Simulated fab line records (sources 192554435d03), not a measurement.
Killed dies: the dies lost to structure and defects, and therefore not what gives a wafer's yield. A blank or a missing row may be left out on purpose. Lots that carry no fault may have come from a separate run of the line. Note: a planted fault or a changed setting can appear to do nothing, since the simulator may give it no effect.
fab line records | flow n5_finfet
record: lots: 6 wafers: 18 last_day: 17
route steps=1938 shown MOL_CONTACT_COAG@604 BEOL_M4@1111 PASSIVATION@1936
lots that met no fault: from a run of the same line without faults
start_h: hours from the record's opening day to when the first of the lot's shown wafers began | wait_h: hours from the lot's prior step to this one | " the same as in the row above | L1.1+2: a single row standing in for several wafers | - no value, or no start was given | * or withheld: withheld | < > ~ a bound
route shown NAME@n: names a module that has steps shown in the file, with the first one's number in the route | usual: the fault-free wafers' mean and standard deviation | same: alike in all rows | chamber/n: place in a boat | sites: per-site readings | _std_site: their standard deviation | _edge_site: mean of outer sites minus mean of inner sites | radius_mm: for every site, how far away it sits from the centre of the wafer | mask NAME#n: copy n | behind: the most recent tool/chamber to have shaped the wafer | hold: cause of the lot's hold/its duration in hours/its outcome | device: names the non-switching transistor (n, p or np) | end of line: the tests these same wafers got at the end of their route | a step with no rows: only its recipe | killed: the dies lost at the first sort to structure and to defects; this is not the yield of the wafer | map: shows each die of a wafer: x if killed, . if not, _ if none is there
set.NAME: setting as actually run; set.NAME@STEP: the setting as run at that earlier step | model.NAME: the simulator's own value behind a step, which no gauge read
a table for each step, a row for each wafer; lots at some steps of the route
services: from which hour (start_h, from the record's first day; less than 0 if before it) a tool's chamber was out of use, for how many hours, and why
== steps ==
step: N5_MOL_CONTACT_COAG_INSPECT_42
recipe: mode: adi inspect_instrument: brightfield
usual: raw_defect_count: 220/57
columns lot.wafer tool chamber start_h wait_h raw_defect_count
L161.2 defect_inspect-01 - 115.82 0.0 258
L161.3 " - " " 314
L161.5 " - " " 283
L164.1 defect_inspect-02 - 131.28 0.1 165
L164.3 " - " " 198
L164.5 " - " " 173
L168.3 defect_inspect-02 - 154.93 0.0 181
L168.4 " - " " 219
L168.6 " - " " 304
L169.3 defect_inspect-02 - 164.83 0.0 132
L169.4 " - " " 180
L169.6 " - " " 131
L176.2 defect_inspect-01 - 201.25 0.0 159
L176.4 " - " " 181
L176.5 " - " " 157
L178.1 defect_inspect-01 - 214.18 0.1 215
L178.4 " - " " 194
L178.6 " - " " 223
step: N5_MOL_CONTACT_COAG_DESCUM_45
recipe: chemistry: O2 time_s: 7 source_power_w: 50 bias_power_w: 20 pressure_mtorr: 20 rf_frequency_hz: 2.712e+07 temp_c: 40 resist: CAR-EUV o2_flow_sccm: 225
usual: drypump_motor_current_A: 5.6/0.39 oes_product_au: 0.81/0.11 rf_vpp_V: 243.0/1.1 showerhead_plenum_p_Torr: 2.08/0.05 throttle_valve_pct: 20.29/0.29
columns lot.wafer tool chamber start_h wait_h drypump_motor_current_A oes_product_au rf_hours_counter_h rf_vpp_V showerhead_plenum_p_Torr throttle_valve_pct
L161.2 rie_diel-03 0 115.85 0.0 6.4 0.73 161 243.5 2.08 20.42
L161.3 " 3 " " 5.4 0.69 207 242.6 2.08 20.80
L161.5 " 2 " " 5.6 0.99 - 244.2 2.13 19.77
L164.1 rie_diel-04 2 131.31 0.0 5.5 0.87 41 243.6 2.05 20.12
L164.3 " 3 " " 4.9 0.77 150 242.4 1.99 20.28
L164.5 " 2 " " 5.5 0.87 - 241.9 2.05 20.11
L168.3 rie_diel-01 2 154.96 0.0 5.9 1.00 0 241.6 2.06 20.11
L168.4 " 0 " " 5.7 0.72 204 240.8 1.98 20.35
L168.6 " 2 " " 5.9 1.02 - 243.4 2.06 20.12
L169.3 rie_diel-04 2 164.86 0.0 5.6 0.86 53 243.0 2.04 20.12
L169.4 " 1 " " 5.4 0.92 21 242.0 2.05 20.35
L169.6 " 3 " " 4.9 0.77 - 242.8 1.98 20.30
L176.2 rie_diel-03 2 201.28 0.0 5.6 0.89 38 245.3 2.11 19.83
L176.4 " 1 " " 5.1 0.88 20 243.9 2.13 20.27
L176.5 " 0 " " 6.4 0.71 - 243.1 2.06 20.48
L178.1 rie_diel-01 1 214.21 0.0 5.7 0.84 72 243.8 2.10 19.85
L178.4 " 3 " " 5.3 0.68 198 243.3 2.17 20.49
L178.6 " 3 " " 5.3 0.70 - 242.8 2.17 20.50
step: N5_MOL_CONTACT_COAG_ETCH_65
recipe: chemistry: N2/H2 target: underlayer target_depth_a: 130 mask_material: CAR-EUV time_s: 10.4 ion_energy_ev: 200 pressure_mtorr: 30 source_w: 840 bias_w: 150 n2_flow_sccm: 200 h2_flow_sccm: 200 ends: cleared
step: N5_MOL_CONTACT_COAG_ETCH_66
recipe: chemistry: CF4 target: SiARC target_depth_a: 130 mask_material: CAR-EUV time_s: 21.7 ion_energy_ev: 80 pressure_mtorr: 40 source_w: 545 bias_w: 36 Ar_flow_sccm: 100 cf4_flow_sccm: 100 ends: cleared
usual: drypump_motor_current_A: 5.6/0.39 etch_rf_on_time_s: 21.4/0.44 oes_product_au: 0.69/0.086 rf_fwd_power_W: 531.9/1.7 rf_vpp_V: 183.9/1.1 showerhead_plenum_p_Torr: 2.13/0.048 throttle_valve_pct: 15.5/0.31
columns lot.wafer tool chamber start_h wait_h drypump_motor_current_A etch_rf_on_time_s oes_product_au rf_fwd_power_W rf_hours_counter_h rf_vpp_V showerhead_plenum_p_Torr throttle_valve_pct
L161.2 rie_diel-03 0 115.91 0.0 6.4 21.7 0.63 532.3 161 183.4 2.15 15.8
L161.3 " 3 " " 5.4 21.7 0.61 533.0 207 184.2 2.10 16.0
L161.5 " 2 " " 5.6 21.2 0.84 528.2 - 185.3 2.18 15.0
L164.1 rie_diel-04 2 131.37 0.0 5.5 21.1 0.73 533.0 41 183.3 2.09 15.3
L164.3 " 3 " " 4.9 22.9 0.65 533.2 150 183.0 2.06 15.6
L164.5 " 2 " " 5.5 21.0 0.73 535.3 - 183.8 2.09 15.2
L168.3 rie_diel-01 2 155.02 0.0 5.9 21.4 0.86 533.0 0 181.5 2.12 15.3
L168.4 " 0 " " 5.7 20.7 0.64 531.6 204 182.3 2.04 15.7
L168.6 " 2 " " 5.9 21.3 0.85 532.5 - 185.1 2.12 15.3
L169.3 rie_diel-04 2 164.91 0.0 5.5 21.2 0.72 531.5 53 182.9 2.08 15.3
L169.4 " 1 " " 5.4 21.2 0.79 530.1 21 182.2 2.09 15.4
L169.6 " 3 " " 4.9 22.8 0.65 533.7 - 182.1 2.05 15.7
L176.2 rie_diel-03 2 201.33 0.0 5.6 21.3 0.77 530.8 38 184.4 2.17 15.1
L176.4 " 1 " " 5.1 20.7 0.77 529.1 20 185.2 2.17 15.4
L176.5 " 0 " " 6.4 21.7 0.61 531.8 - 183.8 2.14 15.8
L178.1 rie_diel-01 1 214.27 0.0 5.8 20.9 0.71 532.0 72 184.2 2.18 15.1
L178.4 " 3 " " 5.4 21.7 0.60 532.0 198 182.8 2.21 15.7
L178.6 " 3 " " 5.3 21.7 0.59 534.1 - 184.1 2.21 15.7
step: N5_MOL_CONTACT_COAG_ALD_133
recipe: material: SiO2 target_thk_a: 50 temp_c: 100 ald_precursor_family: BDEAS ald_co_reactant: O2-plasma pulse_time_s: 1 co_reactant_pulse_time_s: 1 purge_time_s: 2 co_reactant_purge_time_s: 2 ald_cycles: 35 pressure_torr: 2
step: N5_MOL_CONTACT_COAG_ETCHBACK_134
recipe: chemistry: CHF3 target: SiO2 target_depth_a: 100 time_s: 6.7 ion_energy_ev: 200 pressure_mtorr: 30 source_w: 610 bias_w: 170 Ar_flow_sccm: 200 CHF3_flow_sccm: 50
usual: drypump_motor_current_A: 5.6/0.41 oes_f_703_au: 0.80/0.09 oes_product_au: 0.79/0.095 rf_vpp_V: 517/11 showerhead_plenum_p_Torr: 2.36/0.056 throttle_valve_pct: 18.6/0.31
columns lot.wafer tool chamber start_h wait_h drypump_motor_current_A oes_f_703_au oes_product_au rf_hours_counter_h rf_vpp_V showerhead_plenum_p_Torr throttle_valve_pct
L161.2 rie_diel-04 1 116.17 0.1 5.4 0.96 0.96 6 525 2.33 18.5
L161.3 " 3 " " 4.9 0.77 0.77 143 508 2.29 18.8
L161.5 " 0 " " 6.1 0.73 0.74 - 528 2.35 18.7
L164.1 rie_diel-03 0 131.64 0.1 6.3 0.74 0.73 168 507 2.39 18.9
L164.3 " 3 " " 5.4 0.74 0.69 214 514 2.33 19.0
L164.5 " 2 " " 5.6 0.93 0.95 - 532 2.41 18.1
L168.3 rie_diel-03 1 155.28 0.1 5.1 0.99 0.96 5 493 2.43 18.6
L168.4 " 2 " " 5.6 0.91 0.94 21 531 2.40 18.1
L168.6 " 1 " " 5.1 0.99 0.97 - 494 2.43 18.6
L169.3 rie_diel-03 1 165.18 0.1 5.1 0.99 0.94 8 496 2.43 18.6
L169.4 " 2 " " 5.7 0.90 0.92 25 532 2.40 18.1
L169.6 " 3 " " 5.4 0.72 0.69 - 515 2.33 19.0
L176.2 rie_diel-04 1 202.27 0.1 5.4 0.89 0.89 36 525 2.32 18.6
L176.4 " 3 " " 4.9 0.75 0.74 174 508 2.28 18.8
L176.5 " 3 " " 4.9 0.75 0.74 - 509 2.28 18.8
L178.1 rie_diel-04 0 214.66 0.2 6.0 0.71 0.71 244 528 2.34 18.8
L178.4 " 3 " " 4.9 0.75 0.75 178 509 2.28 18.8
L178.6 " 1 " " 5.4 0.88 0.88 - 524 2.31 18.6
step: N5_MOL_CONTACT_COAG_ETCH_67
recipe: chemistry: N2/H2 target: SOC target_depth_a: 600 overetch_a: 210 mask_material: SiARC temp_c: 40 time_s: 101.2 ion_energy_ev: 200 pressure_mtorr: 30 source_w: 840 bias_w: 150 n2_flow_sccm: 200 h2_flow_sccm: 200
usual: drypump_motor_current_A: 5.6/0.41 oes_product_au: 0.66/0.075 rf_fwd_power_W: 835.6/2.5 rf_vpp_V: 523.4/1.8 showerhead_plenum_p_Torr: 2.52/0.058 throttle_valve_pct: 17.7/0.33
columns lot.wafer tool chamber start_h wait_h drypump_motor_current_A oes_product_au rf_fwd_power_W rf_hours_counter_h rf_vpp_V showerhead_plenum_p_Torr throttle_valve_pct
L161.2 rie_diel-04 1 116.20 0.0 5.4 0.79 840.9 6 521.4 2.50 17.7
L161.3 " 3 " " 4.9 0.66 833.6 143 522.4 2.46 17.9
L161.5 " 0 " " 6.1 0.61 834.0 - 523.6 2.49 17.6
L164.1 rie_diel-03 0 131.67 0.0 6.4 0.61 836.8 168 523.1 2.52 17.8
L164.3 " 3 " " 5.4 0.59 833.6 214 523.4 2.53 18.3
L164.5 " 2 " " 5.6 0.78 832.7 - 525.6 2.60 17.3
L168.3 rie_diel-03 1 155.31 0.0 5.1 0.78 836.2 5 526.2 2.59 17.6
L168.4 " 2 " " 5.7 0.77 830.2 21 525.7 2.60 17.3
L168.6 " 1 " " 5.1 0.78 833.8 - 525.5 2.59 17.6
L169.3 rie_diel-03 1 165.21 0.0 5.1 0.77 835.8 8 526.2 2.59 17.7
L169.4 " 2 " " 5.6 0.77 838.3 25 524.9 2.60 17.3
L169.6 " 3 " " 5.4 0.58 837.6 - 522.3 2.52 18.3
L176.2 rie_diel-04 1 202.30 0.0 5.4 0.74 838.2 36 523.1 2.48 17.8
L176.4 " 3 " " 5.0 0.64 834.9 174 522.5 2.45 18.0
L176.5 " 3 " " 4.9 0.64 838.8 - 520.2 2.45 18.0
L178.1 rie_diel-04 0 214.70 0.0 6.1 0.59 836.1 244 523.1 2.47 17.7
L178.4 " 3 " " 4.9 0.63 838.4 178 519.9 2.45 18.0
L178.6 " 1 " " 5.4 0.73 832.8 - 522.6 2.48 17.8
step: N5_MOL_CONTACT_COAG_STRIP_68
recipe: chemistry: N2/H2 temp_c: 40 n2_flow_sccm: 200 h2_flow_sccm: 200 rf_frequency_hz: 6e+07
step: N5_MOL_CONTACT_COAG_STRIP_69
recipe: chemistry: N2/H2 temp_c: 40 n2_flow_sccm: 200 h2_flow_sccm: 200 rf_frequency_hz: 6e+07
step: N5_MOL_CONTACT_COAG_ETCHBACK_136
recipe: chemistry: CHF3 target: SiO2 target_depth_a: 250 time_s: 16.7 ion_energy_ev: 200 pressure_mtorr: 30 source_w: 610 bias_w: 170 Ar_flow_sccm: 200 CHF3_flow_sccm: 50
usual: drypump_motor_current_A: 5.6/0.41 oes_f_703_au: 0.80/0.091 oes_product_au: 0.79/0.095 rf_vpp_V: 517/11 showerhead_plenum_p_Torr: 2.36/0.056 throttle_valve_pct: 18.6/0.31
columns lot.wafer tool chamber start_h wait_h drypump_motor_current_A oes_f_703_au oes_product_au rf_hours_counter_h rf_vpp_V showerhead_plenum_p_Torr throttle_valve_pct
L161.2 rie_diel-04 1 116.29 0.0 5.4 0.96 0.96 6 524 2.33 18.5
L161.3 " 3 " " 4.9 0.77 0.77 143 511 2.29 18.8
L161.5 " 0 " " 6.0 0.73 0.73 - 528 2.35 18.7
L164.1 rie_diel-03 0 131.76 0.0 6.4 0.74 0.73 168 508 2.39 18.9
L164.3 " 3 " " 5.4 0.73 0.70 214 515 2.33 19.0
L164.5 " 2 " " 5.7 0.93 0.95 - 533 2.41 18.1
L168.3 rie_diel-03 1 155.40 0.0 5.1 1.00 0.94 5 493 2.43 18.6
L168.4 " 2 " " 5.6 0.92 0.93 21 530 2.40 18.1
L168.6 " 1 " " 5.1 1.00 0.94 - 495 2.43 18.6
L169.3 rie_diel-03 1 165.30 0.0 5.1 0.98 0.93 8 494 2.43 18.6
L169.4 " 2 " " 5.6 0.90 0.91 25 531 2.40 18.1
L169.6 " 3 " " 5.4 0.72 0.69 - 515 2.33 19.0
L176.2 rie_diel-04 1 202.39 0.0 5.4 0.88 0.88 36 524 2.32 18.6
L176.4 " 3 " " 5.0 0.75 0.74 174 508 2.28 18.8
L176.5 " 3 " " 4.9 0.75 0.75 - 508 2.28 18.8
L178.1 rie_diel-04 0 214.79 0.0 6.1 0.70 0.70 244 529 2.34 18.8
L178.4 " 3 " " 4.9 0.75 0.74 178 509 2.28 18.8
L178.6 " 1 " " 5.4 0.88 0.88 - 524 2.31 18.6
step: N5_MOL_CONTACT_COAG_STRIP_120
recipe: chemistry: CHF3 resist: SiARC rf_frequency_hz: 6e+07
step: N5_MOL_CONTACT_COAG_VIA_ETCH_117
recipe: chemistry: C4F6/O2 target_depth_a: 400 overetch_a: 80 mask_material: SOC target: SiO2 bias_w: 455 pressure_mtorr: 10 time_s: 26 source_w: 325 Ar_flow_sccm: 300 C4F6_flow_sccm: 10 O2_flow_sccm: 10 ion_energy_ev: 575.3 ends: end_point
step: N5_MOL_CONTACT_COAG_ETCH_124
recipe: chemistry: CH3F/O2 target: SiNx target_depth_a: 65 mask_material: SOC stop_on: SiOC over_etch_frac: 0.3 ion_energy_ev: 120 pressure_mtorr: 30 source_w: 395 bias_w: 73 Ar_flow_sccm: 150 CH3F_flow_sccm: 30 O2_flow_sccm: 20 ends: end_point
usual: CH3F_flow_sccm: 29.99/0.097 O2_flow_sccm: 20.00/0.06 drypump_motor_current_A: 5.6/0.41 oes_f_703_au: 0.80/0.091 oes_product_au: 0.67/0.076 rf_fwd_power_W: 391.2/1.7 rf_vpp_V: 293/6.4 showerhead_plenum_p_Torr: 1.98/0.05 throttle_valve_pct: 16.2/0.31
same: over_etch_frac: 0.3
columns lot.wafer tool chamber start_h wait_h CH3F_flow_sccm O2_flow_sccm drypump_motor_current_A oes_f_703_au oes_product_au rf_fwd_power_W rf_hours_counter_h rf_vpp_V showerhead_plenum_p_Torr throttle_valve_pct
L161.2 rie_diel-04 1 116.35 0.0 30.03 19.92 5.4 0.95 0.80 391.6 6 298 1.95 16.1
L161.3 " 3 " " 29.92 20.13 4.9 0.77 0.67 394.3 143 289 1.92 16.4
L161.5 " 0 " " 29.95 20.12 6.0 0.74 0.61 390.7 - 298 1.96 16.3
L164.1 rie_diel-03 0 131.83 0.0 29.85 19.93 6.4 0.74 0.63 393.1 168 288 2.00 16.5
L164.3 " 3 " " 29.95 19.95 5.4 0.73 0.60 391.5 214 293 1.96 16.7
L164.5 " 2 " " 29.97 20.04 5.6 0.92 0.81 389.0 - 302 2.03 15.7
L168.3 rie_diel-03 1 155.46 0.0 30.19 19.91 5.1 1.00 0.80 392.7 5 279 2.05 16.1
L168.4 " 2 " " 29.92 20.02 5.6 0.90 0.80 389.6 21 303 2.02 15.7
L168.6 " 1 " " 30.11 19.98 5.1 1.01 0.80 391.7 - 281 2.05 16.1
L169.3 rie_diel-03 1 165.37 0.0 29.85 20.01 5.1 0.99 0.79 391.6 8 281 2.05 16.2
L169.4 " 2 " " 29.86 19.95 5.6 0.90 0.78 391.1 25 303 2.02 15.7
L169.6 " 3 " " 30.12 20.10 5.4 0.72 0.60 391.2 - 293 1.96 16.7
L176.2 rie_diel-04 1 202.45 0.0 29.82 19.98 5.4 0.62 0.75 297.3 36 338 1.94 16.1
L176.4 " 3 " " 29.80 20.07 4.9 0.53 0.65 298.5 174 329 1.91 16.4
L176.5 " 3 " " 29.73 19.99 4.9 0.53 0.65 297.9 - 329 1.91 16.4
L178.1 rie_diel-04 0 214.85 0.0 30.05 19.90 6.1 0.50 0.61 298.2 244 340 1.95 16.4
L178.4 " 3 " " 30.03 19.99 4.9 0.53 0.65 298.4 178 326 1.91 16.4
L178.6 " 1 " " 29.93 19.98 5.4 0.61 0.74 298.0 - 337 1.94 16.2
step: N5_MOL_CONTACT_COAG_ETCH_48
recipe: chemistry: C4F6/O2 target_depth_a: 150 overetch_a: 45 mask_material: SOC target: SiOC bias_w: 465 pressure_mtorr: 10 time_s: 17 source_w: 335 Ar_flow_sccm: 300 C4F6_flow_sccm: 10 O2_flow_sccm: 10 ion_energy_ev: 576
step: N5_BEOL_M4_RC_MEAS_101
usual: DIBL_N: 36.2/2 DIBL_P: 36.1/2.4 IOFF_N: 0.16/0.035 IOFF_P: 0.22/0.041 ION_N: 675/14 ION_P: 465/8.6 SS_N: 71.5/0.64 SS_P: 73.2/0.76 VT_N: 250/3.9 VT_P: -249/3.4
columns lot.wafer tool chamber start_h wait_h DIBL_N[mV/V] DIBL_P[mV/V] IOFF_N[nA/um] IOFF_P[nA/um] ION_N[uA/um] ION_P[uA/um] SS_N[mV/dec] SS_P[mV/dec] VT_N[mV] VT_P[mV]
L161.2 prober-01 0 177.95 0.2 33.5 32.0 0.10 0.15 654 452 71.6 71.9 254 -254
L161.3 " 0 " " 34.2 34.2 0.11 0.18 668 461 71.5 72.1 252 -251
L161.5 " 0 " " 34.3 34.5 0.12 0.18 679 461 71.5 71.9 252 -251
L164.1 prober-02 0 209.04 0.0 37.4 37.3 0.16 0.22 683 469 71.6 73.8 252 -248
L164.3 " 0 " " 34.9 34.7 0.13 0.18 667 455 71.1 72.7 251 -251
L164.5 " 0 " " 37.7 37.6 0.17 0.23 684 471 72.4 72.5 251 -251
L168.3 prober-02 0 225.49 0.3 34.5 34.4 0.13 0.19 653 455 70.6 73.2 250 -251
L168.4 " 0 " " 36.3 37.4 0.17 0.24 675 469 70.7 74.4 247 -249
L168.6 " 0 " " 35.4 34.5 0.15 0.19 671 462 71.1 73.5 251 -252
L169.3 prober-02 0 227.29 0.3 39.9 40.1 0.22 0.27 695 472 72.5 74.0 243 -245
L169.4 " 0 " " 35.2 33.3 0.12 0.15 671 460 71.5 73.3 252 -253
L169.6 " 0 " " 36.2 35.1 0.15 0.18 688 465 71.3 72.9 247 -252
L176.2 prober-02 0 272.44 0.2 36.9 35.5 0.15 0.19 667 455 71.9 73.3 252 -254
L176.4 " 0 " " 37.5 36.9 0.18 0.23 683 469 72.2 73.4 246 -247
L176.5 " 0 " " 35.0 33.8 0.13 0.18 679 471 70.1 73.1 254 -251
L178.1 prober-02 0 293.08 0.0 37.7 38.8 0.20 0.26 680 471 71.8 73.9 249 -249
L178.4 " 0 " " 38.1 37.5 0.18 0.22 685 469 72.8 73.9 251 -250
L178.6 " 0 " " 34.9 35.0 0.14 0.18 665 457 71.4 73.3 254 -252
step: N5_PASSIVATION_PROBE_49
usual: defect_limited_yield: 91.1/1.4 killed_at_M0_to_M3: 36/9.9 killed_at_M4_up: 13/5.8 killed_at_contacts: 14/5.9 killed_at_front_end: 39/11 killed_at_other: 3.4/2.9 killed_dies: 105/17 killed_open: 70/13 killed_short: 34/7.3 sort_bin_5_function: 5.3/1 sort_bin_6_memory: 3.3/0.62 sort_bin_8_speed: 0.01/0.057 sort_n_pass: 1075/17 sort_yield_pct: 91.1/1.4
same: gross_dies: 1180 killed_at_back_side: 0 sort_bin_4_leakage[%]: 0
columns lot.wafer tool chamber start_h wait_h defect_limited_yield[%] killed_at_M0_to_M3 killed_at_M4_up killed_at_contacts killed_at_front_end killed_at_other killed_dies killed_open killed_short sort_bin_5_function[%] sort_bin_6_memory[%] sort_bin_8_speed[%] sort_n_pass sort_yield_pct[%]
L161.2 prober-01 - 292.68 0.1 88.2 28 38 12 51 10 139 91 48 6.6 5.1 0 1041 88.2
L161.3 prober-01 - 292.73 0.1 89.8 30 14 11 62 3 120 79 40 5.6 4.3 0.08 1060 89.8
L161.5 prober-01 - 292.83 0.2 92.2 24 18 16 32 2 92 67 24 4.5 3.3 0 1088 92.2
L164.1 prober-02 - 320.22 0.0 90.4 48 16 3 44 2 113 70 42 5.0 4.0 0 1067 90.4
L164.3 prober-02 - 320.32 0.1 91.7 40 15 10 32 1 98 71 27 4.7 3.0 0 1082 91.7
L164.5 prober-02 - 320.42 0.2 92.0 38 12 17 24 3 94 61 33 4.4 3.4 0 1086 92.0
L168.3 prober-01 - 323.89 0.1 92.8 32 17 8 24 4 85 54 31 3.8 3.1 0 1095 92.8
L168.4 prober-01 - 323.94 0.2 91.2 41 13 6 43 1 104 78 25 5.1 3.6 0 1076 91.2
L168.6 prober-01 - 324.04 0.3 91.0 33 9 20 43 1 106 66 30 4.6 3.4 0 1074 91.0
L178.1 prober-01 - 399.38 0.0 88.6 52 20 16 47 0 135 91 41 7.3 3.5 0 1045 88.6
L178.4 prober-01 - 399.53 0.2 87.5 55 20 9 45 19 148 89 49 6.5 4.9 0 1032 87.5
L178.6 prober-01 - 399.63 0.3 89.9 31 19 25 40 4 119 87 31 6.5 3.2 0 1061 89.9
killed by level:class
L161.2 FIN_SAQP:geometric_particle:short=16 BEOL_M4:geometric_particle:open=16 FIN_SAQP:geometric_particle:open=11 MOL_CONTACT_COAG:geometric_particle:open=10 BEOL_M3:geometric_particle:open=9 STI_FIN_REVEAL:geometric_particle:open=7 BEOL_M1:geometric_particle:open=7 BEOL_M4:geometric_particle:short=5
L161.3 STI_FIN_REVEAL:geometric_particle:open=15 FIN_SAQP:geometric_particle:short=12 BEOL_M1:geometric_particle:open=11 FIN_SAQP:geometric_particle:open=10 DUMMY_GATE:geometric_particle:open=9 BEOL_M2:geometric_particle:open=8 MOL_CONTACT_COAG:geometric_particle:open=6 BEOL_M4:geometric_particle:open=6
L161.5 MOL_CONTACT_COAG:geometric_particle:open=12 BEOL_M4:geometric_particle:open=9 FIN_CUT:geometric_particle:open=6 FIN_SAQP:geometric_particle:short=5 FIN_SAQP:geometric_particle:open=5 STI_FIN_REVEAL:geometric_particle:open=5 BEOL_M1:geometric_particle:open=5 BEOL_M3:geometric_particle:open=4
L164.1 BEOL_M0_SAQP:geometric_particle:short=14 BEOL_M3:geometric_particle:open=12 BEOL_M0_SAQP:geometric_particle:open=9 STI_FIN_REVEAL:geometric_particle:open=7 BEOL_M1:geometric_particle:open=7 FIN_SAQP:geometric_particle:short=6 DUMMY_GATE:geometric_particle:open=6 FIN_SAQP:geometric_particle:open=5
L164.3 BEOL_M3:geometric_particle:open=11 FIN_SAQP:geometric_particle:open=9 BEOL_M2:geometric_particle:open=9 MOL_CONTACT_COAG:geometric_particle:open=7 STI_FIN_REVEAL:geometric_particle:open=6 BEOL_M0_SAQP:geometric_particle:open=6 BEOL_M1:geometric_particle:open=6 BEOL_M5:geometric_particle:open=5
L164.5 MOL_CONTACT_COAG:geometric_particle:open=16 BEOL_M3:geometric_particle:open=13 STARTING-WAFER:geometric_particle:short=5 BEOL_M0_SAQP:geometric_particle:short=5 BEOL_M1:geometric_particle:open=5 STI_FIN_REVEAL:geometric_particle:open=4 DUMMY_GATE:geometric_particle:open=4 BEOL_M0:geometric_particle:short=4
L168.3 BEOL_M2:geometric_particle:open=9 MOL_CONTACT_COAG:geometric_particle:open=8 BEOL_M5:geometric_particle:open=8 FIN_SAQP:geometric_particle:open=4 BEOL_M0_SAQP:geometric_particle:short=4 BEOL_M2:geometric_particle:short=4 BEOL_M3:geometric_particle:open=4 BEOL_M0_SAQP:geometric_particle:open=3
L168.4 BEOL_M0_SAQP:geometric_particle:open=11 DUMMY_GATE:geometric_particle:open=8 BEOL_M2:geometric_particle:open=7 STI_FIN_REVEAL:geometric_particle:open=6 MOL_CONTACT_COAG:geometric_particle:open=6 BEOL_M0_SAQP:geometric_particle:short=6 FIN_SAQP:geometric_particle:short=5 GATE_CUT:geometric_particle:open=5
L168.6 MOL_CONTACT_COAG:geometric_particle:open=17 BEOL_M0_SAQP:geometric_particle:open=13 HKMG_FIN:area_etch=9 FIN_SAQP:geometric_particle:short=8 BEOL_M2:geometric_particle:open=5 ILD0:geometric_particle:open=5 BEOL_M1:geometric_particle:open=5 GATE_CUT:geometric_particle:short=4
L178.1 BEOL_M2:geometric_particle:open=17 FIN_SAQP:geometric_particle:open=15 BEOL_M4:geometric_particle:open=14 MOL_CONTACT_COAG:geometric_particle:open=12 BEOL_M2:geometric_particle:short=10 FIN_SAQP:geometric_particle:short=9 BEOL_M3:geometric_particle:open=8 BEOL_M0_SAQP:geometric_particle:short=6
L178.4 BEOL_M2:geometric_particle:open=17 BEOL_M4:geometric_particle:open=13 HKMG_FIN:area_etch=9 BEOL_M0_SAQP:geometric_particle:open=8 FIN_SAQP:geometric_particle:open=7 FIN_SAQP:geometric_particle:short=7 STI_FIN_REVEAL:geometric_particle:open=7 BEOL_M0_SAQP:geometric_particle:short=7
L178.6 MOL_CONTACT_COAG:geometric_particle:open=17 FIN_SAQP:geometric_particle:open=15 BEOL_M2:geometric_particle:open=10 DUMMY_GATE:geometric_particle:open=8 MOL_CONTACT_COAG:geometric_particle:short=8 BEOL_M4:geometric_particle:open=7 BEOL_M2:geometric_particle:short=6 BEOL_M0_SAQP:geometric_particle:open=5
== services ==
columns tool chamber start_h hours kind
rie_diel-03 1 119.26 - clean
rie_diel-03 1 119.26 - consumable_replace:focus_ring
rie_diel-03 1 119.26 19.8 scheduled_down
rie_diel-03 1 119.26 19.8 vent_cycle
rie_diel-01 2 131.19 - clean
rie_diel-01 2 131.19 - consumable_replace:esc
rie_diel-01 2 131.19 - consumable_replace:focus_ring
rie_diel-01 2 131.19 22.0 scheduled_down
rie_diel-01 2 131.19 22.0 vent_cycle
rie_diel-01 0 134.94 7.9 repair
rie_diel-03 1 188.21 2.4 repair
rie_diel-01 1 202.82 3.8 repair
== key ==
first_sign: step: N5_MOL_CONTACT_COAG_ETCH_124 reading: rf_fwd_power_W direction: down sigmas: 56 usual: * struck: *
effect: step: N5_MOL_CONTACT_COAG_ETCH_124 reading: rf_vpp_V direction: up sigmas: 6.2 usual: 293 struck: 333
met_at N5_MOL_CONTACT_COAG_ETCH_124
struck_wafers L176.2,L176.4,L176.5,L178.1,L178.4,L178.6
onset_between 116.35 202.45
fault: kind: process_parameter_drift tool: rie_diel-04 chamber: - onset_h: 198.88 steps: N5_MOL_CONTACT_COAG_ETCH_124 channel: source_w offset: -94.8 shape: step end_h: 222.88 acts_in: these_recipes_only stated: 395
